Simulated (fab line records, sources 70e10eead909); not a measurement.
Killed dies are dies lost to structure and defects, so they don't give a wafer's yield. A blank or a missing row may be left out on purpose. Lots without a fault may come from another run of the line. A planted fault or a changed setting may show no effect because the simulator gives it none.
fab line records | flow nand_harc
record lots=24 wafers=72 last_day=24
route steps=1159 shown A_CONTACT@915 A_BLC@987
lots that met no fault: from a run of the same line without faults
start_h: hours from the record's first day to the start of the lot's first wafer shown | wait_h: hours since the lot's step before | " the same as in the row above | L1.1+2: a row that stands for several wafers | - no value, or no start given | * or withheld: withheld | < > ~ a bound
route shown NAME@n: a module of which the file shows steps, and the number in the route of the first | usual: mean/standard deviation of fault-free wafers | same: alike in all rows | chamber/n: place in a boat | sites: the reading at each site | _std_site: their standard deviation | _edge_site: outer sites' mean less inner sites' | radius_mm: how far each site lies from the wafer's centre | mask NAME#n: copy n | behind: the tool/chamber that last shaped the wafer | hold: why the lot was held/for how many hours/how that ended | device: the transistor (n, p or np) that didn't switch | end of line: the same wafers' tests at the end of the route | a step without rows: its recipe alone | killed: dies lost to structure and defects at the first sort, not the wafer's yield | map: a wafer's dies, x killed, . not, _ none there
set.NAME: the setting as run; set.NAME@STEP: as run at that earlier step | model.NAME: the simulator's own value behind a step, which no gauge read
steps of the route over a sample of lots; a table a step, a row a wafer
services: from which hour (start_h, from the record's first day; less than 0 if before it) a tool's chamber was out of use, for how many hours, and why
## steps
# step NHARC_A_CONTACT_ETCH_97
# recipe target_depth_a=200 over_etch_frac=0.5 time_s=10 ion_energy_ev=250 c4f6_flow_sccm=25 o2_flow_sccm=20 ar_flow_sccm=500 rf_w=600 bias_w=500 chemistry=C4F6/O2
# usual c4f6_flow_sccm=25.01/0.077 drypump_motor_current_A=5.9/0.39 oes_product_au=0.963/0.022 rf_vpp_V=549/3 showerhead_plenum_p_Torr=4.00/0.15 throttle_valve_pct=26.904/0.0086
# same over_etch_frac=0.5 time_s=10
# columns lot.wafer tool chamber start_h wait_h c4f6_flow_sccm drypump_motor_current_A oes_product_au rf_hours_counter_h rf_vpp_V showerhead_plenum_p_Torr throttle_valve_pct
L074.1 rie_diel-08 0 - - 24.97 6.2 1.006 23 549 4.04 26.901
L074.2 " 1 " " 24.93 5.6 1.007 21 542 3.68 26.915
L074.3 " 2 " " 25.05 5.4 0.985 26 553 4.17 26.913
L075.4 rie_diel-08 3 - - 25.00 5.5 1.005 27 544 3.78 26.918
L075.3 " 0 " " 24.93 6.2 0.993 29 549 4.04 26.898
L075.1 " 1 " " 24.98 5.6 0.992 27 542 3.67 26.901
L076.3 rie_diel-05 1 - - 25.04 5.3 0.949 9 551 4.11 26.901
L076.5 " 1 " " 25.17 5.3 0.955 - 551 4.11 26.912
L076.6 " 2 " " 24.99 6.2 0.952 - 550 4.03 26.908
L077.2 rie_diel-11 0 - - 25.00 6.0 0.957 5 548 3.99 26.920
L077.5 " 0 " " 24.94 6.0 0.966 - 549 3.99 26.914
L077.6 " 1 " " 24.95 6.2 0.962 - 548 4.04 26.905
L078.4 rie_diel-08 3 - - 25.20 5.5 0.956 31 544 3.78 26.905
L078.1 " 1 " " 25.12 5.6 0.965 32 542 3.67 26.905
L078.5 " 3 " " 24.99 5.5 0.957 - 544 3.78 26.910
L079.3 rie_diel-08 1 - - 25.02 5.6 0.953 35 541 3.67 26.916
L079.4 " 2 " " 24.92 5.3 0.954 39 551 4.16 26.908
L079.2 " 3 " " 24.83 5.4 0.961 33 545 3.78 26.909
L080.2 rie_diel-05 2 - - 25.06 6.2 0.954 13 549 4.03 26.896
L080.4 " 3 " " 25.03 5.9 0.950 13 551 4.12 26.915
L080.3 " 1 " " 25.16 5.3 0.937 12 551 4.11 26.908
L081.2 rie_diel-11 1 - - 24.84 6.1 1.014 10 549 4.04 26.903
L081.1 " 3 " " 25.05 6.5 1.015 10 543 3.67 26.902
L081.4 " 0 " " 25.19 6.0 0.992 10 548 3.98 26.913
L082.3 rie_diel-05 2 438.42 0.1 24.91 6.3 0.946 17 550 4.03 26.895
L082.2 " 0 " " 25.03 6.3 0.939 18 550 4.07 26.912
L082.4 " 2 " " 25.12 6.2 0.938 - 550 4.03 26.908
L083.2 rie_diel-05 3 - - 25.09 5.9 0.951 15 550 4.11 26.933
L083.4 " 1 " " 25.00 5.3 0.947 17 550 4.11 26.912
L083.1 " 2 " " 25.10 6.3 0.958 17 550 4.03 26.900
L087.4 rie_diel-11 0 - - 25.00 6.0 0.996 22 549 3.98 26.891
L087.1 " 2 " " 24.98 5.8 0.999 25 545 3.87 26.912
L087.2 " 3 " " 24.93 6.5 1.013 23 543 3.66 26.905
L084.4 rie_diel-05 3 - - 24.96 5.9 0.947 18 549 4.11 26.893
L084.2 " 1 " " 24.95 5.3 0.958 19 552 4.11 26.906
L084.5 " 3 " " 24.92 5.9 0.936 - 550 4.11 26.919
L086.4 rie_diel-05 2 - - 24.98 6.3 0.956 21 550 4.03 26.896
L086.3 " 3 " " 25.01 5.9 0.941 19 551 4.11 26.906
L086.6 " 3 " " 24.96 5.9 0.944 - 550 4.11 26.897
L085.1 rie_diel-08 2 - - 25.04 5.3 0.959 57 552 4.15 26.902
L085.3 " 3 " " 24.95 5.5 0.969 55 543 3.76 26.909
L085.6 " 1 " " 24.98 5.6 0.959 - 542 3.66 26.895
L088.4 rie_diel-05 2 - - 25.11 6.2 0.948 22 549 4.02 26.903
L088.2 " 3 " " 25.18 5.9 0.956 20 550 4.11 26.896
L088.5 " 1 " " 24.93 5.3 0.952 - 551 4.11 26.903
L090.3 rie_diel-05 1 - - 25.12 5.3 0.962 23 550 4.10 26.900
L090.6 " 3 " " 25.09 5.9 0.931 - 551 4.11 26.903
L090.5 " 0 " " 25.10 6.4 0.958 - 549 4.07 26.889
L089.3 rie_diel-05 0 - - 25.14 6.3 0.938 25 549 4.07 26.901
L089.2 " 1 " " 25.07 5.3 0.937 23 550 4.10 26.909
L089.4 " 2 " " 25.10 6.2 0.950 23 547 4.02 26.892
L093.4 rie_diel-11 0 - - 24.99 6.0 0.976 38 548 3.97 26.920
L093.3 " 3 " " 24.95 6.5 0.986 37 540 3.65 26.895
L093.5 " 0 " " 24.94 6.0 0.980 - 546 3.97 26.904
L092.2 rie_diel-05 0 - - 25.12 6.3 0.937 29 551 4.06 26.908
L092.1 " 3 " " 25.05 5.9 0.951 26 550 4.11 26.917
L092.6 " 1 " " 25.05 5.3 0.953 - 552 4.10 26.906
L094.3 rie_diel-05 2 499.61 0.1 25.01 6.3 0.973 28 549 4.02 26.906
L094.4 " 1 " " 24.88 5.3 0.968 - 550 4.10 26.894
L094.6 " 2 " " 24.96 6.2 0.958 - 548 4.02 26.893
L091.4 rie_diel-11 3 - - 24.96 6.5 0.951 47 541 3.65 26.907
L091.3 " 0 " " 24.92 6.0 0.960 47 548 3.96 26.894
L091.5 " 1 " " 24.99 6.2 0.970 - 548 4.01 26.903
L096.1 rie_diel-08 2 - - 24.94 5.3 0.939 12 551 4.14 26.919
L096.4 " 3 " " 24.93 5.5 0.950 12 542 3.75 26.891
L096.3 " 0 " " 24.96 6.2 0.938 12 549 4.01 26.904
L097.3 rie_diel-08 0 - - 24.89 6.2 0.953 13 549 4.01 26.899
L097.4 " 2 " " 25.08 5.4 0.958 13 552 4.14 26.908
L097.1 " 3 " " 24.92 5.5 0.944 13 543 3.75 26.900
L095.4 rie_diel-08 0 - - 25.17 6.2 0.994 16 549 4.01 26.901
L095.1 " 2 " " 24.98 5.4 0.996 14 550 4.14 26.896
L095.6 " 0 " " 24.97 6.2 0.990 - 547 4.01 26.900
# step NHARC_A_CONTACT_ETCH_89
# recipe target_depth_a=2600 over_etch_frac=0.3 time_s=475.3 ion_energy_ev=200 n2_flow_sccm=150 h2_flow_sccm=150 ar_flow_sccm=0 rf_w=400 bias_w=150 chemistry=N2/H2
# usual drypump_motor_current_A=6.0/0.36 oes_product_au=1.003/0.0071 rf_vpp_V=431.4/2.6 showerhead_plenum_p_Torr=2.08/0.088 throttle_valve_pct=14.172/0.0089
# same over_etch_frac=0.3 time_s=475.3
# columns lot.wafer tool chamber start_h wait_h drypump_motor_current_A oes_product_au rf_hours_counter_h rf_vpp_V showerhead_plenum_p_Torr throttle_valve_pct
L074.1 rie_diel-05 0 - - 6.3 1.007 7 432.1 2.13 14.176
L074.2 " 1 " " 5.3 0.997 6 432.5 2.15 14.170
L074.3 " 2 " " 6.2 1.007 6 432.2 2.11 14.163
L075.1 rie_diel-08 1 - - 5.6 0.998 28 426.1 1.89 14.171
L075.4 " 2 " " 5.4 0.991 33 434.3 2.18 14.178
L075.3 " 0 " " 6.2 0.998 29 433.1 2.11 14.160
L076.3 rie_diel-08 3 - - 5.4 1.000 30 427.3 1.95 14.171
L076.5 " 0 " " 6.2 0.995 - 432.2 2.11 14.182
L076.6 " 1 " " 5.6 1.005 - 426.1 1.89 14.193
L077.2 rie_diel-05 1 - - 5.3 0.995 10 434.5 2.15 14.164
L077.6 " 1 " " 5.3 1.000 - 432.7 2.15 14.174
L077.5 " 2 " " 6.2 1.000 - 431.8 2.10 14.162
L078.1 rie_diel-05 0 - - 6.3 1.013 11 433.4 2.13 14.168
L078.4 " 2 " " 6.2 1.003 11 433.2 2.10 14.163
L078.5 " 0 " " 6.4 1.008 - 432.8 2.13 14.187
L079.4 rie_diel-11 0 - - 6.0 1.008 9 431.2 2.08 14.175
L079.2 " 1 " " 6.2 1.012 10 433.3 2.11 14.163
L079.3 " 2 " " 5.8 1.002 10 430.1 2.01 14.163
L080.2 rie_diel-05 1 - - 5.3 1.005 13 434.0 2.15 14.177
L080.3 " 3 " " 5.9 0.998 13 432.2 2.15 14.162
L080.4 " 0 " " 6.3 0.998 13 432.9 2.13 14.168
L081.4 rie_diel-11 2 - - 5.8 1.010 12 430.0 2.01 14.173
L081.2 " 3 " " 6.5 1.013 11 426.3 1.89 14.162
L081.1 " 1 " " 6.2 1.012 12 431.6 2.11 14.177
L082.4 rie_diel-05 3 - - 5.9 1.004 17 433.1 2.15 14.171
L082.3 " 0 " " 6.3 1.006 19 432.6 2.13 14.179
L082.2 " 1 " " 5.3 1.003 18 432.6 2.15 14.160
L083.4 rie_diel-11 0 - - 6.0 0.997 20 430.9 2.07 14.172
L083.2 " 1 " " 6.2 1.011 23 433.3 2.10 14.177
L083.1 " 2 " " 5.9 0.992 24 430.2 2.01 14.168
L087.1 rie_diel-05 1 - - 5.3 0.997 20 432.8 2.15 14.165
L087.4 " 2 " " 6.2 1.005 20 430.8 2.10 14.178
L087.2 " 3 " " 5.9 1.001 18 434.9 2.15 14.173
L084.2 rie_diel-05 0 - - 6.3 0.995 22 434.4 2.12 14.177
L084.4 " 1 " " 5.3 1.003 21 434.2 2.15 14.165
L084.5 " 3 " " 5.9 1.005 - 433.5 2.15 14.184
L086.3 rie_diel-11 0 - - 6.0 1.005 26 431.7 2.07 14.186
L086.4 " 1 " " 6.2 1.012 29 430.3 2.10 14.166
L086.6 " 0 " " 6.0 1.001 - 432.8 2.07 14.176
L085.1 rie_diel-11 1 - - 6.2 1.014 30 433.8 2.10 14.160
L085.3 " 0 " " 6.0 0.999 27 431.7 2.07 14.164
L085.6 " 1 " " 6.2 1.011 - 431.9 2.10 14.164
L088.2 rie_diel-05 3 - - 5.9 0.997 20 434.0 2.15 14.164
L088.4 " 1 " " 5.3 1.023 22 433.2 2.15 14.182
L088.5 " 0 " " 6.3 1.007 - 433.4 2.12 14.179
L090.3 rie_diel-11 3 - - 6.5 1.006 29 425.3 1.89 14.166
L090.6 " 3 " " 6.5 1.011 - 425.9 1.88 14.161
L090.5 " 0 " " 6.0 1.000 - 429.8 2.07 14.175
L089.3 rie_diel-11 0 - - 6.0 1.004 30 431.2 2.07 14.170
L089.4 " 1 " " 6.2 1.013 33 431.8 2.10 14.159
L089.2 " 3 " " 6.5 1.006 29 425.4 1.88 14.152
L093.4 rie_diel-05 1 - - 5.3 0.997 27 434.2 2.15 14.192
L093.3 " 2 " " 6.2 1.001 26 432.2 2.10 14.156
L093.5 " 3 " " 5.9 1.000 - 434.5 2.15 14.172
L092.2 rie_diel-05 2 - - 6.2 1.001 28 431.9 2.10 14.162
L092.1 " 0 " " 6.3 0.995 30 433.6 2.12 14.162
L092.6 " 1 " " 5.3 1.004 - 433.0 2.14 14.175
L094.4 rie_diel-08 1 - - 5.6 0.997 9 435.2 2.22 14.163
L094.3 " 3 " " 5.5 0.998 10 428.6 1.94 14.194
L094.6 " 0 " " 6.2 1.005 - 432.2 2.09 14.167
L091.4 rie_diel-11 1 - - 6.2 1.009 49 431.7 2.09 14.172
L091.3 " 3 " " 6.5 1.009 48 425.0 1.88 14.161
L091.5 " 0 " " 6.0 0.995 - 432.8 2.06 14.163
L096.4 rie_diel-11 0 - - 6.0 1.010 49 431.2 2.06 14.168
L096.1 " 2 " " 5.9 1.012 50 430.7 2.00 14.178
L096.3 " 3 " " 6.5 1.009 49 425.8 1.88 14.179
L097.1 rie_diel-08 0 - - 6.2 1.007 15 431.7 2.09 14.180
L097.4 " 1 " " 5.6 1.002 15 435.8 2.21 14.166
L097.3 " 2 " " 5.4 0.999 14 433.2 2.17 14.170
L095.1 rie_diel-11 0 - - 6.0 0.996 53 430.3 2.06 14.167
L095.4 " 1 " " 6.2 1.000 55 431.6 2.09 14.163
L095.6 " 2 " " 5.9 0.994 - 429.4 2.00 14.181
# step NHARC_A_CONTACT_ETCH_30
# recipe target_depth_a=605 time_s=30.2 cf4_flow_sccm=100 chf3_flow_sccm=30 ar_flow_sccm=0 rf_w=500 bias_w=200 chemistry=CF4/CHF3
# usual drypump_motor_current_A=6.0/0.37 oes_product_au=0.933/0.0096 rf_vpp_V=371.3/2.2 showerhead_plenum_p_Torr=1.60/0.062 throttle_valve_pct=16.803/0.0097
# same time_s=30.2
# columns lot.wafer tool chamber start_h wait_h drypump_motor_current_A oes_product_au rf_hours_counter_h rf_vpp_V showerhead_plenum_p_Torr throttle_valve_pct
L074.1 rie_diel-05 2 - - 6.2 0.933 6 372.7 1.62 16.795
L074.2 " 3 " " 5.9 0.931 7 372.0 1.65 16.802
L074.3 " 0 " " 6.3 0.936 7 372.3 1.64 16.807
L075.3 rie_diel-08 3 - - 5.5 0.918 28 369.3 1.51 16.803
L075.4 " 0 " " 6.2 0.925 30 370.1 1.62 16.794
L075.1 " 1 " " 5.6 0.934 28 365.5 1.47 16.804
L076.3 rie_diel-08 2 - - 5.4 0.927 36 373.9 1.67 16.813
L076.5 " 3 " " 5.5 0.928 - 368.2 1.51 16.806
L076.6 " 0 " " 6.2 0.926 - 372.3 1.62 16.799
L077.2 rie_diel-05 1 - - 5.3 0.935 10 373.0 1.65 16.804
L077.5 " 3 " " 5.9 0.931 - 374.3 1.65 16.793
L077.6 " 0 " " 6.3 0.937 - 372.8 1.64 16.818
L078.4 rie_diel-05 2 - - 6.2 0.929 11 371.5 1.62 16.803
L078.1 " 1 " " 5.3 0.928 11 373.9 1.65 16.792
L078.5 " 3 " " 5.9 0.927 - 373.0 1.65 16.802
L079.3 rie_diel-11 3 - - 6.4 0.928 9 367.3 1.47 16.811
L079.2 " 1 " " 6.2 0.940 10 373.0 1.62 16.791
L079.4 " 2 " " 5.8 0.920 10 370.8 1.56 16.799
L080.3 rie_diel-05 0 - - 6.3 0.943 14 371.8 1.64 16.806
L080.4 " 2 " " 6.2 0.926 13 373.0 1.62 16.804
L080.2 " 3 " " 5.9 0.925 13 372.0 1.65 16.808
L081.1 rie_diel-11 1 - - 6.2 0.925 12 372.1 1.62 16.803
L081.2 " 2 " " 5.8 0.927 12 370.8 1.56 16.789
L081.4 " 3 " " 6.5 0.943 11 366.0 1.47 16.797
L082.2 rie_diel-05 1 - - 5.3 0.966 18 373.9 1.65 16.793
L082.3 " 3 " " 5.9 0.927 17 375.2 1.65 16.811
L082.4 " 0 " " 6.3 0.942 19 372.5 1.63 16.802
L083.2 rie_diel-11 3 - - 6.5 0.961 21 366.6 1.46 16.797
L083.1 " 0 " " 6.0 0.956 20 371.8 1.60 16.794
L083.4 " 1 " " 6.2 0.961 23 372.0 1.62 16.812
L087.2 rie_diel-05 3 - - 5.9 0.928 19 372.5 1.65 16.801
L087.4 " 1 " " 5.3 0.930 20 371.5 1.65 16.823
L087.1 " 2 " " 6.2 0.929 21 371.8 1.62 16.794
L084.4 rie_diel-05 0 - - 6.3 0.926 22 372.2 1.63 16.816
L084.2 " 1 " " 5.3 0.932 21 372.4 1.65 16.802
L084.5 " 1 " " 5.3 0.935 - 373.4 1.65 16.805
L086.3 rie_diel-11 2 - - 5.8 0.936 29 370.0 1.55 16.809
L086.4 " 3 " " 6.5 0.936 27 366.3 1.46 16.793
L086.6 " 1 " " 6.1 0.946 - 372.1 1.62 16.809
L085.3 rie_diel-11 0 - - 6.0 0.929 27 371.6 1.59 16.787
L085.1 " 1 " " 6.2 0.962 30 370.3 1.62 16.801
L085.6 " 3 " " 6.5 0.941 - 365.9 1.46 16.773
L088.2 rie_diel-05 1 - - 5.3 0.938 22 372.6 1.65 16.817
L088.4 " 0 " " 6.3 0.939 23 372.8 1.63 16.801
L088.5 " 2 " " 6.2 0.939 - 373.1 1.62 16.803
L090.3 rie_diel-11 2 - - 5.8 0.928 32 370.4 1.55 16.810
L090.6 " 1 " " 6.1 0.933 - 374.4 1.61 16.796
L090.5 " 2 " " 5.8 0.922 - 369.8 1.55 16.810
L089.3 rie_diel-11 2 - - 5.8 0.932 32 369.4 1.55 16.821
L089.4 " 3 " " 6.5 0.935 29 367.5 1.46 16.792
L089.2 " 0 " " 6.0 0.922 30 370.7 1.59 16.806
L093.3 rie_diel-05 2 - - 6.2 0.924 26 371.5 1.61 16.826
L093.4 " 0 " " 6.3 0.919 28 373.8 1.63 16.805
L093.5 " 2 " " 6.2 0.927 - 371.6 1.61 16.795
L092.2 rie_diel-05 0 - - 6.3 0.929 31 372.4 1.63 16.817
L092.1 " 1 " " 5.3 0.924 29 373.8 1.65 16.800
L092.6 " 2 " " 6.2 0.929 - 371.9 1.61 16.798
L094.4 rie_diel-08 3 - - 5.5 0.923 10 368.3 1.50 16.799
L094.3 " 1 " " 5.6 0.930 10 374.2 1.70 16.797
L094.6 " 2 " " 5.4 0.938 - 373.9 1.66 16.820
L091.4 rie_diel-11 0 - - 6.0 0.936 49 369.9 1.59 16.815
L091.3 " 1 " " 6.2 0.937 50 372.7 1.61 16.798
L091.5 " 1 " " 6.2 0.938 - 373.0 1.61 16.820
L096.1 rie_diel-11 3 - - 6.5 0.937 49 367.8 1.46 16.801
L096.3 " 0 " " 6.0 0.931 49 371.7 1.59 16.795
L096.4 " 1 " " 6.2 0.940 50 371.2 1.61 16.801
L097.1 rie_diel-08 2 - - 5.4 0.929 14 371.9 1.66 16.784
L097.3 " 0 " " 6.2 0.930 15 370.3 1.61 16.811
L097.4 " 1 " " 5.6 0.931 15 375.6 1.70 16.815
L095.1 rie_diel-11 2 - - 5.9 0.930 54 370.5 1.54 16.817
L095.4 " 0 " " 6.0 0.928 53 369.3 1.59 16.807
L095.6 " 1 " " 6.1 0.927 - 372.3 1.61 16.805
# step NHARC_A_CONTACT_ETCH_134
# recipe source_w=withheld pressure_mtorr=20 bias_v=withheld time_s=140 target_depth_a=7000 ar_flow_sccm=withheld c4f8_flow_sccm=withheld o2_flow_sccm=withheld chemistry=C4F8/O2/Ar
# same time_s=140
# columns lot.wafer tool chamber start_h wait_h rf_hours_counter_h
L074.1 har_cap_etch-02 0 377.02 - 10
L074.2 " 1 " " 10
L074.3 " 1 " " -
L075.1 har_cap_etch-02 1 386.52 - 12
L075.4 " 0 " " -
L075.3 " 1 " " -
L076.3 har_cap_etch-02 1 391.89 - -
L076.5 " 1 " " -
L076.6 " 0 " " -
L077.2 har_cap_etch-03 0 393.99 - 87
L077.6 " 0 " " -
L077.5 " 1 " " -
L078.1 har_cap_etch-01 0 397.46 - 62
L078.4 " 1 " " -
L078.5 " 0 " " -
L079.2 har_cap_etch-02 0 409.08 - 16
L079.4 " 0 " " -
L079.3 " 1 " " -
L080.2 har_cap_etch-03 1 413.12 - 90
L080.3 " 0 " " -
L080.4 " 1 " " -
L081.2 har_cap_etch-02 0 418.96 - 17
L081.1 " 1 " " 17
L081.4 " 0 " " -
L082.2 har_cap_etch-02 1 443.18 - 20
L082.4 " 1 " " -
L082.3 " 0 " " -
L083.2 har_cap_etch-01 1 444.58 - 69
L083.1 " 0 " " 69
L083.4 " 0 " " -
L087.1 har_cap_etch-01 1 452.56 - 71
L087.2 " 0 " " 71
L087.4 " 1 " " -
L084.2 har_cap_etch-03 0 456.23 - 98
L084.4 " 0 " " -
L084.5 " 0 " " -
L086.3 har_cap_etch-03 0 457.70 - -
L086.4 " 1 " " -
L086.6 " 0 " " -
L085.1 har_cap_etch-02 1 458.40 - 24
L085.3 " 1 " " -
L085.6 " 1 " " -
L088.2 har_cap_etch-01 0 460.94 - 73
L088.4 " 1 " " -
L088.5 " 1 " " -
L090.3 har_cap_etch-01 1 470.79 - -
L090.6 " 1 " " -
L090.5 " 0 " " -
L089.2 har_cap_etch-03 1 471.95 - 101
L089.3 " 1 " " -
L089.4 " 0 " " -
L093.3 har_cap_etch-03 1 495.36 - -
L093.4 " 0 " " -
L093.5 " 1 " " -
L092.1 har_cap_etch-02 0 500.11 - 30
L092.2 " 1 " " 30
L092.6 " 1 " " -
L094.3 har_cap_etch-01 0 506.69 - -
L094.4 " 1 " " -
L094.6 " 0 " " -
L091.3 har_cap_etch-03 0 514.02 - -
L091.4 " 1 " " -
L091.5 " 0 " " -
L096.1 har_cap_etch-01 1 514.94 - 80
L096.4 " 0 " " -
L096.3 " 1 " " -
L097.1 har_cap_etch-03 1 519.56 - 108
L097.4 " 1 " " -
L097.3 " 0 " " -
L095.1 har_cap_etch-03 1 525.35 - 109
L095.4 " 0 " " -
L095.6 " 1 " " -
# step NHARC_A_CONTACT_ALD_18
# recipe target_thk_a=30 pulse_time_s=1 ald_cycles=150 temp_c=450 material=TiN
# usual heater_power_w=1132/91 precursor_pulse_height_rel=1.000/0.021 susceptor_temp_C=450.02/0.23
# same pulse_time_s=1
# columns lot.wafer tool chamber start_h wait_h heater_power_w precursor_pulse_height_rel susceptor_temp_C
L074.1 ald_metal-01 2 379.29 - 1090 0.974 450.23
L074.2 " 0 " " 1091 1.034 449.66
L074.3 " 1 " " 967 1.008 449.96
L075.3 ald_metal-03 2 389.03 - 1123 0.981 449.84
L075.4 " 3 " " 1034 0.968 449.91
L075.1 " 1 " " 1072 0.982 450.46
L076.3 ald_metal-03 2 394.27 - 1146 1.011 449.67
L076.5 " 3 " " 1033 1.003 449.81
L076.6 " 0 " " 1043 1.009 449.95
L077.2 ald_metal-01 2 396.31 - 1078 0.985 450.34
L077.6 " 3 " " 1180 0.995 449.84
L077.5 " 0 " " 1122 0.983 450.03
L078.1 ald_metal-03 3 399.71 - 1029 0.998 450.21
L078.4 " 0 " " 1078 0.998 449.95
L078.5 " 1 " " 1076 1.014 449.85
L079.3 ald_metal-03 1 411.63 - 1065 1.045 450.28
L079.2 " 3 " " 1028 1.036 450.13
L079.4 " 0 " " 1060 0.989 449.74
L080.3 ald_metal-01 1 415.37 - 1006 0.977 -
L080.2 " 2 " " 1074 1.019 -
L080.4 " 3 " " 1166 0.973 -
L081.1 ald_metal-04 3 421.22 - 1138 1.018 450.28
L081.4 " 0 " " 1287 0.975 449.77
L081.2 " 2 " " 1100 1.044 450.09
L082.3 ald_metal-01 2 445.45 - 1067 0.993 449.74
L082.2 " 3 " " 1172 1.020 449.72
L082.4 " 3 " " 1144 1.007 450.17
L083.2 ald_metal-03 1 446.94 - 1071 1.018 449.95
L083.1 " 2 " " 1121 0.980 450.36
L083.4 " 3 " " 1025 1.000 449.93
L087.4 ald_metal-01 1 455.06 - 996 1.008 449.86
L087.2 " 3 " " 1188 0.973 449.98
L087.1 " 0 " " 1107 0.997 449.90
L084.2 ald_metal-04 0 458.49 - 1311 1.004 450.19
L084.4 " 2 " " 1090 1.020 450.43
L084.5 " 1 " " 1228 0.977 450.04
L086.4 ald_metal-04 0 459.88 - 1317 1.018 449.82
L086.3 " 2 " " 1099 0.988 450.19
L086.6 " 1 " " 1224 0.977 450.07
L085.3 ald_metal-04 2 460.89 - 1093 0.976 450.15
L085.1 " 0 " " 1310 1.038 450.27
L085.6 " 2 " " 1080 0.973 450.14
L088.4 ald_metal-04 2 463.20 - 1096 0.992 -
L088.2 " 3 " " 1102 1.053 -
L088.5 " 1 " " 1242 1.000 -
L090.3 ald_metal-04 2 473.03 - 1070 1.023 449.97
L090.5 " 3 " " 1157 0.969 450.20
L090.6 " 0 " " 1263 0.976 450.02
L089.4 ald_metal-03 1 474.52 - 1036 0.975 450.28
L089.3 " 2 " " 1165 1.010 450.33
L089.2 " 3 " " 1038 0.970 449.73
L093.3 ald_metal-03 2 497.75 - 1142 1.028 449.90
L093.5 " 2 " " 1166 1.021 450.19
L093.4 " 1 " " 1062 1.013 450.15
L092.2 ald_metal-04 0 503.29 - 1294 0.996 449.67
L092.1 " 1 " " 1218 1.027 449.66
L092.6 " 3 " " 1131 1.023 450.21
L094.3 ald_metal-04 0 509.73 - 1275 1.011 449.90
L094.4 " 1 " " 1225 0.988 449.89
L094.6 " 0 " " 1296 0.971 449.83
L091.3 ald_metal-01 0 516.22 - 1199 1.020 450.58
L091.4 " 1 " " 1002 1.001 450.19
L091.5 " 3 " " 1147 0.976 449.89
L096.3 ald_metal-04 1 517.22 - 1279 0.989 -
L096.1 " 2 " " 1089 1.030 -
L096.4 " 3 " " 1109 1.007 -
L097.1 ald_metal-03 2 521.90 - 1124 1.028 449.55
L097.3 " 0 " " 998 1.009 450.53
L097.4 " 1 " " 1027 0.992 449.72
L095.1 ald_metal-04 2 527.68 - 1095 0.994 450.05
L095.4 " 0 " " 1330 0.975 450.09
L095.6 " 2 " " 1096 0.971 449.97
# step NHARC_A_BLC_PVD_32
# recipe target_thk_a=50 chamber_pressure_pa=5 power_w=5000 substrate_temp_c=200 time_s=17.7 material=Ti
# usual throttle_valve_pct=29.8/1.1
# same time_s=17.7
# columns lot.wafer tool chamber start_h wait_h throttle_valve_pct
L074.1 pvd_sputter-02 - - - 30.0
L074.3 " - " " 30.7
L074.2 " - " " 30.0
L075.4 pvd_sputter-03 - - - 32.1
L075.3 " - " " 29.2
L075.1 " - " " 30.1
L076.3 pvd_sputter-01 - - - 29.4
L076.6 " - " " 30.2
L076.5 " - " " 29.8
L077.2 pvd_sputter-03 - - - 31.9
L077.5 " - " " 29.3
L077.6 " - " " 30.2
L078.4 pvd_sputter-02 - - - 30.8
L078.1 " - " " 31.0
L078.5 " - " " 30.6
L079.2 pvd_sputter-03 - - - 28.3
L079.3 " - " " 31.7
L079.4 " - " " 30.1
L080.4 pvd_sputter-03 - - - 30.0
L080.2 " - " " 27.9
L080.3 " - " " 31.7
L081.4 pvd_sputter-01 - - - 30.0
L081.2 " - " " 29.6
L081.1 " - " " 29.3
L082.4 pvd_sputter-02 - - - 30.8
L082.2 " - " " 30.3
L082.3 " - " " 30.5
L083.2 pvd_sputter-03 - - - 31.8
L083.1 " - " " 29.5
L083.4 " - " " 30.1
L087.4 pvd_sputter-01 - - - 28.2
L087.2 " - " " 29.4
L087.1 " - " " 29.5
L084.2 pvd_sputter-01 - - - 30.0
L084.4 " - " " 29.5
L084.5 " - " " 30.1
L086.4 pvd_sputter-02 - - - 30.4
L086.3 " - " " 30.7
L086.6 " - " " 30.5
L085.3 pvd_sputter-01 - - - 29.5
L085.1 " - " " 29.3
L085.6 " - " " 30.2
L088.2 pvd_sputter-03 - - - 29.1
L088.4 " - " " 29.9
L088.5 " - " " 29.0
L090.3 pvd_sputter-02 - - - 30.2
L090.6 " - " " 30.5
L090.5 " - " " 30.0
L089.4 pvd_sputter-03 - - - 28.1
L089.2 " - " " 29.1
L089.3 " - " " 30.2
L093.4 pvd_sputter-02 - - - 30.2
L093.3 " - " " 29.9
L093.5 " - " " 30.8
L092.2 pvd_sputter-03 - - - 30.3
L092.1 " - " " 28.0
L092.6 " - " " 29.0
L094.4 pvd_sputter-01 - - - 29.4
L094.3 " - " " 28.5
L094.6 " - " " 28.2
L091.4 pvd_sputter-01 - - - 27.6
L091.3 " - " " 30.5
L091.5 " - " " 27.6
L096.1 pvd_sputter-03 - - - 31.7
L096.3 " - " " 29.2
L096.4 " - " " 29.5
L097.1 pvd_sputter-03 - - - 30.1
L097.3 " - " " 28.0
L097.4 " - " " 31.8
L095.1 pvd_sputter-01 - - - 27.8
L095.4 " - " " 29.6
L095.6 " - " " 27.9
## services
# columns tool chamber start_h hours kind
rie_diel-11 - 366.51 9.0 pm
pvd_sputter-03 - 390.24 1.1 repair
pvd_sputter-02 - 392.00 10.0 pm
pvd_sputter-03 - 408.89 3.2 repair
ald_metal-01 - 418.08 0.6 repair
rie_diel-08 2 418.57 3.9 repair
ald_metal-03 2 423.43 4.2 repair
pvd_sputter-03 - 428.79 1.3 repair
pvd_sputter-01 - 433.13 3.4 repair
rie_diel-05 3 433.93 4.6 repair
rie_diel-08 2 440.89 3.3 repair
pvd_sputter-01 - 450.94 5.8 repair
pvd_sputter-03 - 458.00 10.0 pm
rie_diel-08 - 479.31 9.0 pm
ald_metal-03 3 480.99 26.5 repair
har_cap_etch-01 - 481.07 0.2 repair
pvd_sputter-03 - 494.36 1.8 repair
rie_diel-05 3 497.47 16.2 repair
ald_metal-03 - 500.00 10.0 pm
har_cap_etch-02 - 509.96 0.2 repair
pvd_sputter-01 - 514.05 10.0 pm
har_cap_etch-03 - 516.82 0.2 repair
rie_diel-05 - 517.74 9.0 pm
pvd_sputter-03 - 528.21 18.2 repair
## key
fault none
